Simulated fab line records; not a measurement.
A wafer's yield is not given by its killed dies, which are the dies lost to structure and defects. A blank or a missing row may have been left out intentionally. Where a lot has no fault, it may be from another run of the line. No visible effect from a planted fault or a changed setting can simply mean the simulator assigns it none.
fab line records + flow nand_harc
[record]
- lots = 6
- wafers = 18
- last_day = 33
route steps=1302 shown P_CONTACT@241 P_M0@253 END@1302
lots that met no fault: taken from a fault-free run of the same line
start_h: start of the lot's first displayed wafer, in hours after the record's first day + wait_h: time in hours since the lot's previous step + " repeats the value in the row above + L1.1+2: several wafers, shown together as one row + - either no value or no given start + * or withheld: withheld + < > ~ a bound
route shown NAME@n: names a module that has steps shown in the file, with the first one's number in the route + usual: mean/standard deviation taken from wafers without a fault + same: alike in all rows + chamber/n: place in a boat + sites: per-site readings + _std_site: how widely they spread, as a standard deviation + _edge_site: mean of outer sites minus mean of inner sites + radius_mm: for every site, how far away it sits from the centre of the wafer + mask NAME#n: copy n + behind: the tool/chamber that last shaped the wafer + hold: why the lot was held/for how many hours/how that ended + device: whichever transistor did not switch (one of n, p or np) + end of line: the tests these same wafers got at the end of their route + step lacking rows: just its recipe + killed: dies lost to structure and defects at the first sort, not the wafer's yield + map: dies across one wafer; x = killed, . = not, _ = none there
set.NAME: the setting as run; set.NAME@STEP: as run at that earlier step + model.NAME: the simulator's own value behind a step, which no gauge read
lots at selected steps of the route; one table per step, one row per wafer
services: when a tool's chamber went out of use (start_h, in hours from the record's first day, below 0 if earlier), for how many hours, and the reason
[[steps]]
[step NHARC_P_CONTACT_CD_MEAS_19]
[usual]
- cd_nm = 90.6/1.5
| lot.wafer | tool      | chamber | start_h | wait_h | cd_nm |
|-----------|-----------|---------|---------|--------|-------|
| L630.1    | cd_sem-03 | -       | 147.07  | -      | 89.4  |
| L630.2    | "         | -       | "       | "      | 91.9  |
| L630.5    | "         | -       | "       | "      | 91.0  |
| L637.1    | cd_sem-03 | -       | 222.45  | -      | 90.4  |
| L637.3    | "         | -       | "       | "      | 91.4  |
| L637.6    | "         | -       | "       | "      | 90.5  |
| L639.1    | cd_sem-01 | -       | 233.93  | -      | 92.9  |
| L639.4    | "         | -       | "       | "      | 89.3  |
| L639.5    | "         | -       | "       | "      | 90.8  |
| L642.2    | cd_sem-02 | -       | 266.32  | -      | 90.1  |
| L642.3    | "         | -       | "       | "      | 88.4  |
| L642.5    | "         | -       | "       | "      | 93.3  |
| L647.3    | cd_sem-03 | -       | 318.16  | -      | 92.1  |
| L647.5    | "         | -       | "       | "      | 92.1  |
| L647.6    | "         | -       | "       | "      | 92.9  |
| L649.1    | cd_sem-03 | -       | 339.39  | -      | 92.1  |
| L649.3    | "         | -       | "       | "      | 89.3  |
| L649.6    | "         | -       | "       | "      | 89.9  |
[step NHARC_P_CONTACT_STRIP_28]
[recipe]
- o2_flow_sccm = 500
- ar_flow_sccm = 0
- bias_w = 0
- chemistry = O2
[usual]
- drypump_motor_current_A = 5.9/0.34
- oes_product_au = 1.003/0.009
- rf_vpp_V = 58.0/0.89
- showerhead_plenum_p_Torr = 3.59/0.15
- throttle_valve_pct = 17.037/0.0085
| lot.wafer | tool        | chamber | start_h | wait_h | drypump_motor_current_A | oes_product_au | rf_hours_counter_h | rf_vpp_V | showerhead_plenum_p_Torr | throttle_valve_pct |
|-----------|-------------|---------|---------|--------|-------------------------|----------------|--------------------|----------|--------------------------|--------------------|
| L630.2    | rie_diel-08 | 2       | 147.14  | 0.1    | 5.5                     | 0.985          | 3.3                | 57.7     | 3.30                     | 17.027             |
| L630.1    | "           | 0       | "       | "      | 6.0                     | 0.992          | 3.6                | 59.3     | 3.76                     | 17.027             |
| L630.5    | "           | 3       | "       | "      | 5.6                     | 0.999          | -                  | 58.7     | 3.58                     | 17.046             |
| L637.3    | rie_diel-08 | 3       | 222.53  | 0.1    | 5.6                     | 1.001          | 0.5                | 57.6     | 3.58                     | 17.031             |
| L637.1    | "           | 0       | "       | "      | 6.0                     | 1.008          | 0.5                | 57.4     | 3.76                     | 17.030             |
| L637.6    | "           | 0       | "       | "      | 6.0                     | 1.001          | -                  | 57.4     | 3.76                     | 17.037             |
| L639.1    | rie_diel-06 | 1       | 234.01  | 0.1    | 6.5                     | 0.989          | 1.8                | 57.4     | 3.60                     | 17.043             |
| L639.4    | "           | 3       | "       | "      | 5.8                     | 1.009          | 1.6                | 57.4     | 3.72                     | 17.030             |
| L639.5    | "           | 2       | "       | "      | 5.9                     | 1.008          | -                  | 58.1     | 3.58                     | 17.026             |
| L642.3    | rie_diel-06 | 3       | 266.39  | 0.1    | 5.8                     | 1.000          | 2.2                | 58.8     | 3.72                     | 17.048             |
| L642.2    | "           | 2       | "       | "      | 5.9                     | 1.022          | 2.4                | 57.0     | 3.57                     | 17.031             |
| L642.5    | "           | 0       | "       | "      | 6.0                     | 0.999          | -                  | 57.2     | 3.36                     | 17.029             |
| L647.3    | rie_diel-06 | 0       | 318.24  | 0.1    | 6.0                     | 1.005          | 0.1                | 58.4     | 3.36                     | 17.029             |
| L647.5    | "           | 3       | "       | "      | 5.8                     | 1.011          | -                  | 58.6     | 3.72                     | 17.034             |
| L647.6    | "           | 0       | "       | "      | 6.0                     | 1.009          | -                  | 57.6     | 3.36                     | 17.047             |
| L649.3    | rie_diel-06 | 0       | 339.50  | 0.1    | 6.0                     | 1.005          | 0.8                | 58.4     | 3.36                     | 17.046             |
| L649.1    | "           | 1       | "       | "      | 6.5                     | 1.000          | 0.8                | 57.8     | 3.60                     | 17.039             |
| L649.6    | "           | 2       | "       | "      | 5.9                     | 1.003          | -                  | 59.6     | 3.57                     | 17.028             |
[step NHARC_P_CONTACT_STRIP_29]
[recipe]
- time_s = 1200
- temp_c = 72.5
- chemistry = post_etch_residue_remover
[step NHARC_P_CONTACT_DEGAS_38]
[recipe]
- temp_c = 300
- time_s = 60
[usual]
- heater_power_w = 443/33
[same]
- time_s = 60
| lot.wafer | tool           | chamber | start_h | wait_h | heater_power_w |
|-----------|----------------|---------|---------|--------|----------------|
| L630.2    | pvd_sputter-03 | -       | 147.78  | -      | 407            |
| L630.1    | "              | -       | "       | "      | 418            |
| L630.5    | "              | -       | "       | "      | 408            |
| L637.1    | pvd_sputter-03 | -       | 223.17  | -      | 469            |
| L637.3    | "              | -       | "       | "      | 429            |
| L637.6    | "              | -       | "       | "      | 416            |
| L639.4    | pvd_sputter-02 | -       | 234.65  | -      | 487            |
| L639.1    | "              | -       | "       | "      | 459            |
| L639.5    | "              | -       | "       | "      | 485            |
| L642.3    | pvd_sputter-03 | -       | 267.03  | -      | 418            |
| L642.2    | "              | -       | "       | "      | 395            |
| L642.5    | "              | -       | "       | "      | 485            |
| L647.3    | pvd_sputter-01 | -       | 318.88  | -      | 460            |
| L647.5    | "              | -       | "       | "      | 379            |
| L647.6    | "              | -       | "       | "      | 453            |
| L649.1    | pvd_sputter-02 | -       | 340.11  | -      | 470            |
| L649.3    | "              | -       | "       | "      | 478            |
| L649.6    | "              | -       | "       | "      | 464            |
[step NHARC_P_CONTACT_PRE_CLEAN_39]
[recipe]
- time_s = 19.5
- bias_v = 250
- gas = Ar
[step NHARC_P_CONTACT_PVD_32]
[recipe]
- target_thk_a = 50
- chamber_pressure_pa = 5
- power_w = 5000
- substrate_temp_c = 200
- time_s = 17.7
- material = Ti
[usual]
- throttle_valve_pct = 30.0/1.2
[same]
- time_s = 17.7
| lot.wafer | tool           | chamber | start_h | wait_h | throttle_valve_pct |
|-----------|----------------|---------|---------|--------|--------------------|
| L630.2    | pvd_sputter-03 | -       | -       | -      | 30.0               |
| L630.1    | "              | -       | "       | "      | 29.8               |
| L630.5    | "              | -       | "       | "      | 30.3               |
| L637.1    | pvd_sputter-03 | -       | -       | -      | 29.4               |
| L637.3    | "              | -       | "       | "      | 30.2               |
| L637.6    | "              | -       | "       | "      | 29.6               |
| L639.1    | pvd_sputter-02 | -       | -       | -      | 31.4               |
| L639.4    | "              | -       | "       | "      | 30.3               |
| L639.5    | "              | -       | "       | "      | 31.9               |
| L642.3    | pvd_sputter-03 | -       | -       | -      | 30.3               |
| L642.2    | "              | -       | "       | "      | 30.7               |
| L642.5    | "              | -       | "       | "      | 30.3               |
| L647.3    | pvd_sputter-01 | -       | -       | -      | 30.6               |
| L647.5    | "              | -       | "       | "      | 28.2               |
| L647.6    | "              | -       | "       | "      | 30.8               |
| L649.1    | pvd_sputter-02 | -       | -       | -      | 31.5               |
| L649.3    | "              | -       | "       | "      | 30.4               |
| L649.6    | "              | -       | "       | "      | 29.8               |
[step NHARC_P_CONTACT_ALD_22]
[recipe]
- target_thk_a = 30
- pulse_time_s = 1
- ald_cycles = 150
- temp_c = 450
- material = TiN
[step NHARC_P_CONTACT_CVD_23]
[recipe]
- target_thk_a = 2000
- temp_c = 300
- pressure_torr = 40
- wf6_flow_sccm = 40
- h2_flow_sccm = 1600
- ar_flow_sccm = 1560
- time_s = 557
- material = W
[usual]
- chamber_pressure_Torr = 39.99/0.073
- heater_power_outer_w = 246/31
- heater_power_w = 450/42
- mfc_wf6_sccm = 40.00/0.11
- throttle_valve_pct = 8.10/0.26
[same]
- time_s = 557
| lot.wafer | tool     | chamber | start_h | wait_h | chamber_pressure_Torr | heater_power_outer_w | heater_power_w | mfc_wf6_sccm | throttle_valve_pct |
|-----------|----------|---------|---------|--------|-----------------------|----------------------|----------------|--------------|--------------------|
| L630.1    | cvd_w-01 | 0       | -       | -      | 40.09                 | 238                  | 458            | 40.14        | 8.07               |
| L630.2    | "        | 1       | "       | "      | 40.08                 | 222                  | 430            | 40.08        | 7.55               |
| L630.5    | "        | 1       | "       | "      | 39.96                 | 229                  | 421            | 39.94        | 7.78               |
| L637.1    | cvd_w-02 | 0       | -       | -      | 40.02                 | 219                  | 402            | 40.09        | 8.36               |
| L637.3    | "        | 1       | "       | "      | 39.97                 | 298                  | 511            | 40.04        | 8.21               |
| L637.6    | "        | 0       | "       | "      | 40.01                 | 218                  | 391            | 40.13        | 8.31               |
| L639.1    | cvd_w-02 | 0       | -       | -      | 40.03                 | 220                  | 396            | 39.87        | 8.63               |
| L639.4    | "        | 1       | "       | "      | 39.83                 | 301                  | 521            | 39.93        | 7.75               |
| L639.5    | "        | 0       | "       | "      | 40.05                 | 219                  | 399            | 39.90        | 8.61               |
| L642.2    | cvd_w-01 | 1       | -       | -      | 40.04                 | 225                  | 404            | 40.10        | 8.01               |
| L642.3    | "        | 0       | "       | "      | 40.05                 | 257                  | 486            | 39.93        | 8.30               |
| L642.5    | "        | 1       | "       | "      | 39.97                 | 222                  | 424            | 40.19        | 7.95               |
| L647.3    | cvd_w-02 | 0       | -       | -      | 39.87                 | 227                  | 421            | 39.97        | 8.19               |
| L647.5    | "        | 0       | "       | "      | 39.94                 | 225                  | 423            | 39.92        | 8.52               |
| L647.6    | "        | 1       | "       | "      | 40.00                 | 292                  | 492            | 40.13        | 7.89               |
| L649.1    | cvd_w-01 | 0       | -       | -      | 40.01                 | 250                  | 486            | 40.11        | 8.44               |
| L649.3    | "        | 1       | "       | "      | 40.02                 | 218                  | 413            | 39.88        | 7.87               |
| L649.6    | "        | 1       | "       | "      | 40.03                 | 224                  | 429            | 40.05        | 7.75               |
[step NHARC_P_CONTACT_CMP_24]
[recipe]
- t_overpolish_s = 30
- target_thk_nm = 200
[usual]
- motor_current_A = 11.2/1.1
- overpolish_run_s = 30.001/0.0093
- retaining_ring_pressure_frac = 1.000/0.0052
- time_to_endpoint_s = 40.3/2.5
| lot.wafer | tool   | chamber | start_h | wait_h | motor_current_A | overpolish_run_s | retaining_ring_pressure_frac | time_to_endpoint_s |
|-----------|--------|---------|---------|--------|-----------------|------------------|------------------------------|--------------------|
| L630.1    | cmp-01 | 3       | 148.90  | 0.6    | 9.6             | 29.992           | 1.001                        | 39.5               |
| L630.2    | "      | 1       | "       | "      | 13.1            | 30.005           | 0.998                        | 38.1               |
| L630.5    | "      | 2       | "       | "      | 12.1            | 29.994           | 0.997                        | 42.2               |
| L637.3    | cmp-03 | 1       | 224.33  | 0.4    | 10.6            | 29.999           | 0.997                        | 42.3               |
| L637.1    | "      | 2       | "       | "      | 12.0            | 30.010           | 0.998                        | 40.7               |
| L637.6    | "      | 1       | "       | "      | 10.6            | 30.001           | 1.003                        | 42.4               |
| L639.1    | cmp-01 | 1       | 235.73  | 0.5    | 13.2            | 30.005           | 0.999                        | 39.4               |
| L639.4    | "      | 2       | "       | "      | 12.5            | 30.001           | 1.002                        | 42.4               |
| L639.5    | "      | 1       | "       | "      | 12.6            | 30.019           | 1.001                        | 39.6               |
| L642.2    | cmp-03 | 2       | 268.16  | 0.5    | 12.7            | 29.990           | 1.005                        | 41.4               |
| L642.3    | "      | 0       | "       | "      | 11.7            | 29.995           | 1.004                        | 38.8               |
| L642.5    | "      | 3       | "       | "      | 10.9            | 30.011           | 0.995                        | 39.6               |
| L647.3    | cmp-02 | 2       | 319.97  | 0.4    | 11.0            | 29.992           | 1.000                        | 44.9               |
| L647.6    | "      | 2       | "       | "      | 11.4            | 30.000           | 0.999                        | 43.5               |
| L647.5    | "      | 3       | "       | "      | 10.0            | 30.000           | 1.003                        | 39.8               |
| L649.3    | cmp-02 | 3       | 341.23  | 0.3    | 10.3            | 29.988           | 1.001                        | 37.3               |
| L649.1    | "      | 2       | "       | "      | 10.4            | 29.977           | 1.001                        | 41.7               |
| L649.6    | "      | 3       | "       | "      | 10.5            | 30.000           | 0.991                        | 35.4               |
[step NHARC_P_CONTACT_SRD_26]
[step NHARC_P_CONTACT_INSPECT_27]
[usual]
- raw_defect_count = 313/150
| lot.wafer | tool              | chamber | start_h | wait_h | raw_defect_count |
|-----------|-------------------|---------|---------|--------|------------------|
| L630.1    | defect_inspect-01 | -       | 149.28  | 0.1    | 176              |
| L630.2    | "                 | -       | "       | "      | 386              |
| L630.5    | "                 | -       | "       | "      | 120              |
| L637.1    | defect_inspect-02 | -       | 224.70  | 0.1    | 212              |
| L637.3    | "                 | -       | "       | "      | 203              |
| L637.6    | "                 | -       | "       | "      | 224              |
| L639.1    | defect_inspect-01 | -       | 236.13  | 0.1    | 191              |
| L639.4    | "                 | -       | "       | "      | 225              |
| L639.5    | "                 | -       | "       | "      | 181              |
| L642.2    | defect_inspect-01 | -       | 268.57  | 0.1    | 269              |
| L642.3    | "                 | -       | "       | "      | 290              |
| L642.5    | "                 | -       | "       | "      | 307              |
| L647.3    | defect_inspect-02 | -       | 320.38  | 0.1    | 300              |
| L647.5    | "                 | -       | "       | "      | 275              |
| L647.6    | "                 | -       | "       | "      | 251              |
| L649.1    | defect_inspect-01 | -       | 341.63  | 0.1    | 180              |
| L649.3    | "                 | -       | "       | "      | 204              |
| L649.6    | "                 | -       | "       | "      | 244              |
[step NHARC_P_M0_DEP_00]
[recipe]
- target_thk_a = 1500
- target_thk_nm = 150
- temp_c = withheld
- pressure_torr = 5
- flow_sccm = 200
- rf_w = 600
- material = SiOC
[usual]
- chamber_pressure_Torr = 5.001/0.012
- rf_fwd_power_W = 599.0/1.9
- showerhead_vpp_V = 1482/56
| lot.wafer | tool     | chamber | start_h | wait_h | chamber_pressure_Torr | rf_fwd_power_W | showerhead_vpp_V |
|-----------|----------|---------|---------|--------|-----------------------|----------------|------------------|
| L630.2    | pecvd-01 | 1       | 149.39  | 0.1    | 4.985                 | 596.4          | 1573             |
| L630.1    | "        | 2       | "       | "      | 5.007                 | 596.4          | 1410             |
| L630.5    | "        | 0       | "       | "      | 5.008                 | 599.2          | 1495             |
| L637.3    | pecvd-04 | 2       | 224.82  | 0.1    | 5.007                 | 600.4          | 1513             |
| L637.1    | "        | 0       | "       | "      | 5.019                 | 598.1          | 1394             |
| L637.6    | "        | 1       | "       | "      | 5.007                 | 694.0          | 1692             |
| L639.1    | pecvd-04 | 0       | 236.20  | 0.1    | 5.026                 | 600.4          | 1387             |
| L639.5    | "        | 1       | "       | "      | 4.996                 | 697.5          | 1738             |
| L639.4    | "        | 2       | "       | "      | 4.993                 | 601.8          | 1517             |
| L642.3    | pecvd-02 | 0       | 268.68  | 0.1    | 4.997                 | 599.9          | 1456             |
| L642.2    | "        | 1       | "       | "      | 5.012                 | 598.5          | 1466             |
| L642.5    | "        | 1       | "       | "      | 5.001                 | 598.0          | 1424             |
| L647.3    | pecvd-04 | 0       | 320.54  | 0.2    | 5.015                 | 603.1          | 1380             |
| L647.6    | "        | 1       | "       | "      | 5.002                 | 601.2          | 1544             |
| L647.5    | "        | 0       | "       | "      | 5.000                 | 597.4          | 1388             |
| L649.1    | pecvd-01 | 0       | 341.70  | 0.1    | 4.984                 | 602.7          | 1504             |
| L649.3    | "        | 2       | "       | "      | 5.009                 | 600.8          | 1429             |
| L649.6    | "        | 0       | "       | "      | 4.991                 | 599.9          | 1502             |
[step NHARC_P_M0_DEHYDRATE_01]
[recipe]
- temp_c = 150
- time_s = 120
[step NHARC_END_SORT_01]
[recipe]
- temp_c = 25
[usual]
- defect_limited_yield = 90.6/2.6
- killed_at_array = 58/18
- killed_at_other = 1.0/1.5
- killed_at_periphery = 4/3.1
- killed_dies = 64/18
- killed_open = 3.4/1.9
- killed_short = 2.7/1.7
[same]
- gross_dies = 677
| lot.wafer | tool      | chamber | start_h | wait_h | defect_limited_yield[%] | killed_at_array | killed_at_other | killed_at_periphery | killed_dies | killed_open | killed_short |
|-----------|-----------|---------|---------|--------|-------------------------|-----------------|-----------------|---------------------|-------------|-------------|--------------|
| L630.1    | prober-01 | 0       | 585.34  | 2.5    | 89.1                    | 69              | 3               | 2                   | 74          | 2           | 2            |
| L630.2    | prober-01 | 0       | 586.14  | 2.8    | 88.6                    | 73              | 1               | 3                   | 77          | 1           | 5            |
| L630.5    | prober-01 | 0       | 588.54  | 3.7    | 87.7                    | 80              | 0               | 3                   | 83          | 4           | 3            |
| L637.1    | prober-01 | 0       | 670.52  | 2.5    | 92.2                    | 41              | 2               | 10                  | 53          | 2           | 4            |
| L637.3    | prober-01 | 0       | 672.12  | 3.1    | 91.6                    | 48              | 2               | 7                   | 57          | 8           | 3            |
| L637.6    | prober-01 | 0       | 674.53  | 4.0    | 91.4                    | 51              | 1               | 6                   | 58          | 3           | 5            |
| L639.1    | prober-02 | 0       | 670.57  | 2.5    | 90.1                    | 59              | 1               | 7                   | 67          | 4           | 3            |
| L639.4    | prober-02 | 0       | 672.96  | 3.4    | 93.2                    | 45              | 1               | 0                   | 46          | 1           | 1            |
| L639.5    | prober-02 | 0       | 673.76  | 3.7    | 91.1                    | 55              | 0               | 5                   | 60          | 2           | 0            |
| L642.2    | prober-01 | 0       | 701.18  | 2.8    | 90.4                    | 64              | 0               | 1                   | 65          | 3           | 5            |
| L642.3    | prober-01 | 0       | 701.98  | 3.1    | 88.3                    | 73              | 0               | 6                   | 79          | 5           | 0            |
| L642.5    | prober-01 | 0       | 703.58  | 3.7    | 90.4                    | 59              | 0               | 6                   | 65          | 5           | 3            |
| L649.1    | prober-01 | 0       | 790.40  | 2.5    | 91.9                    | 53              | 0               | 2                   | 55          | 1           | 3            |
| L649.3    | prober-01 | 0       | 791.99  | 3.1    | 91.9                    | 55              | 0               | 0                   | 55          | 2           | 1            |
| L649.6    | prober-01 | 0       | 794.39  | 4.0    | 91.0                    | 60              | 0               | 1                   | 61          | 1           | 1            |
// killed by level:class
L630.1 A_CHANNEL_HOLE_D2:chamber_film_flake=37 A_SLIT:chamber_film_flake=23 THIN_TSV:chamber_film_flake=2 A_ONON_D1:geometric_particle:open=1 A_DECK1_JOINT:geometric_particle:short=1 A_DECK1_JOINT:geometric_particle:open=1 A_CHANNEL_FILL_D2:geometric_particle:short=1 P_GATE:chamber_film_flake=1
L630.2 A_CHANNEL_HOLE_D2:chamber_film_flake=29 A_SLIT:chamber_film_flake=24 A_BLC:chamber_film_flake=6 A_CONTACT:chamber_film_flake=3 A_BLC:geometric_particle:short=2 A_CHANNEL_FILL_D1:chamber_film_flake=2 A_SOURCE_PLATE:geometric_particle:open=1 A_ONON_D1:geometric_particle:short=1
L630.5 A_CHANNEL_HOLE_D2:chamber_film_flake=39 A_SLIT:chamber_film_flake=18 A_BLC:chamber_film_flake=4 A_CONTACT:chamber_film_flake=4 A_WL_FILL:chamber_film_flake=3 A_CHANNEL_FILL_D2:geometric_particle:open=2 P_ZERO_WELL:chamber_film_flake=2 A_CHANNEL_FILL_D1:chamber_film_flake=2
L637.1 A_CHANNEL_HOLE_D1:chamber_film_flake=28 P_BONDPAD:chamber_film_flake=4 A_DECK1_JOINT:chamber_film_flake=3 A_SOURCE_PLATE:geometric_particle:short=2 P_M0:chamber_film_flake=2 P_M2:chamber_film_flake=2 A_WL_FILL:chamber_film_flake=2 A_CONTACT:chamber_film_flake=2
L639.1 A_SLIT:chamber_film_flake=28 A_CHANNEL_HOLE_D2:chamber_film_flake=13 A_CHANNEL_HOLE_D1:chamber_film_flake=6 A_CONTACT:chamber_film_flake=4 P_BONDPAD:chamber_film_flake=3 A_BLC:chamber_film_flake=3 P_M0:geometric_particle:open=2 P_CONTACT:geometric_particle:short=1
L637.3 A_CHANNEL_HOLE_D1:chamber_film_flake=31 A_M0:geometric_particle:open=2 P_ZERO_WELL:chamber_film_flake=2 P_BONDPAD:chamber_film_flake=2 A_SLIT:chamber_film_flake=2 A_WL_FILL:chamber_film_flake=2 A_CONTACT:chamber_film_flake=2 P_CONTACT:geometric_particle:open=1
L639.4 A_SLIT:chamber_film_flake=22 A_CHANNEL_HOLE_D2:chamber_film_flake=10 A_CHANNEL_HOLE_D1:chamber_film_flake=4 A_STAIRCASE:chamber_film_flake=3 A_CONTACT:chamber_film_flake=2 A_SGD_CUT:geometric_particle:short=1 A_CONTACT:geometric_particle:open=1 A_WL_FILL:chamber_film_flake=1
L639.5 A_SLIT:chamber_film_flake=28 A_CHANNEL_HOLE_D2:chamber_film_flake=7 A_CHANNEL_HOLE_D1:chamber_film_flake=6 A_CONTACT:chamber_film_flake=4 A_STAIRCASE:chamber_film_flake=3 A_BONDPAD:chamber_film_flake=3 P_BONDPAD:chamber_film_flake=2 P_M0:area_dep=2
L637.6 A_CHANNEL_HOLE_D1:chamber_film_flake=35 A_STAIRCASE:chamber_film_flake=3 A_SLIT:chamber_film_flake=3 A_CONTACT:chamber_film_flake=3 P_CONTACT:geometric_particle:open=2 P_CONTACT:geometric_particle:short=2 A_WL_FILL:chamber_film_flake=2 A_SOURCE_PLATE:geometric_particle:short=1
L642.2 A_SLIT:chamber_film_flake=24 A_CHANNEL_HOLE_D2:chamber_film_flake=16 A_STAIRCASE:chamber_film_flake=4 A_M0:geometric_particle:open=3 A_CHANNEL_HOLE_D1:chamber_film_flake=3 A_CHANNEL_FILL_D2:chamber_film_flake=3 A_WL_FILL:chamber_film_flake=3 A_CHANNEL_FILL_D1:geometric_particle:short=2
L642.3 A_SLIT:chamber_film_flake=30 A_CHANNEL_HOLE_D2:chamber_film_flake=22 A_CHANNEL_HOLE_D1:chamber_film_flake=4 A_STAIRCASE:chamber_film_flake=4 A_WL_FILL:chamber_film_flake=3 A_BLC:geometric_particle:open=2 P_ZERO_WELL:chamber_film_flake=2 P_GATE:chamber_film_flake=2
L642.5 A_SLIT:chamber_film_flake=29 A_CHANNEL_HOLE_D2:chamber_film_flake=13 A_CHANNEL_HOLE_D1:chamber_film_flake=3 A_WL_FILL:chamber_film_flake=3 P_ZERO_WELL:chamber_film_flake=2 A_CONTACT:chamber_film_flake=2 P_M0:geometric_particle:open=1 P_M0:geometric_particle:short=1
L649.1 A_SLIT:chamber_film_flake=24 A_CHANNEL_HOLE_D2:chamber_film_flake=19 A_CHANNEL_FILL_D1:chamber_film_flake=3 P_GATE:chamber_film_flake=2 A_CONTACT:chamber_film_flake=2 A_ONON_D1:geometric_particle:open=1 A_CHANNEL_HOLE_D2:geometric_particle:short=1 A_CHANNEL_FILL_D2:geometric_particle:short=1
L649.3 A_SLIT:chamber_film_flake=28 A_CHANNEL_HOLE_D2:chamber_film_flake=16 A_STAIRCASE:chamber_film_flake=2 A_CONTACT:chamber_film_flake=2 A_CHANNEL_FILL_D1:geometric_particle:open=1 A_ONON_D2:geometric_particle:open=1 A_M1:geometric_particle:short=1 A_ZERO_WELL:chamber_film_flake=1
L649.6 A_SLIT:chamber_film_flake=36 A_CHANNEL_HOLE_D2:chamber_film_flake=18 A_ONON_D1:geometric_particle:short=1 A_CHANNEL_FILL_D2:geometric_particle:open=1 P_ZERO_WELL:chamber_film_flake=1 A_CHANNEL_HOLE_D1:chamber_film_flake=1 A_STAIRCASE:chamber_film_flake=1 A_CONTACT:chamber_film_flake=1
[[services]]
| tool           | chamber | start_h | hours | kind   |
|----------------|---------|---------|-------|--------|
| rie_diel-06    | -       | 130.20  | 9.0   | pm     |
| pecvd-01       | -       | 130.85  | 13.0  | pm     |
| cmp-02         | -       | 134.62  | 4.0   | pm     |
| pvd_sputter-02 | -       | 138.97  | 1.7   | repair |
| cmp-03         | -       | 146.03  | 2.2   | repair |
| rie_diel-06    | 3       | 147.89  | 2.6   | repair |
| cvd_w-02       | -       | 147.97  | 0.4   | repair |
| cmp-03         | -       | 166.99  | 5.5   | repair |
| pvd_sputter-03 | -       | 170.00  | 10.0  | pm     |
| pvd_sputter-01 | -       | 170.39  | 7.5   | repair |
| rie_diel-06    | -       | 175.34  | 1.2   | repair |
| cvd_w-01       | -       | 185.00  | 13.0  | pm     |
| pecvd-04       | -       | 217.67  | 0.6   | repair |
| rie_diel-06    | 2       | 236.38  | 5.0   | repair |
| pvd_sputter-02 | -       | 237.16  | 14.7  | repair |
| rie_diel-06    | 3       | 255.54  | 6.7   | repair |
| cvd_w-01       | -       | 264.82  | 1.6   | repair |
| cvd_w-02       | -       | 269.00  | 13.0  | pm     |
| pecvd-04       | -       | 269.00  | 13.0  | pm     |
| pvd_sputter-02 | -       | 282.00  | 10.0  | pm     |
| pvd_sputter-03 | -       | 304.34  | 2.8   | repair |
| rie_diel-06    | -       | 307.20  | 9.0   | pm     |
| pecvd-04       | -       | 321.97  | 77.1  | repair |
| pvd_sputter-02 | -       | 332.00  | 7.5   | repair |
[[key]]
[first_sign]
- step = NHARC_P_M0_DEP_00
- reading = rf_fwd_power_W
- direction = up
- sigmas = 52
- usual = *
- struck = *
[effect]
- step = NHARC_P_M0_DEP_00
- reading = showerhead_vpp_V
- direction = up
- sigmas = 4.1
- usual = 1482
- struck = 1715
met_at NHARC_P_M0_DEP_00
struck_wafers L637.6,L639.5
[fault]
- kind = process_parameter_drift
- tool = pecvd-04
- chamber = 1
- onset_h = 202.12
- steps = NHARC_P_M0_DEP_00
- channel = rf_w
- offset = *
- shape = step
- end_h = 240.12
- acts_in = *
- stated = *
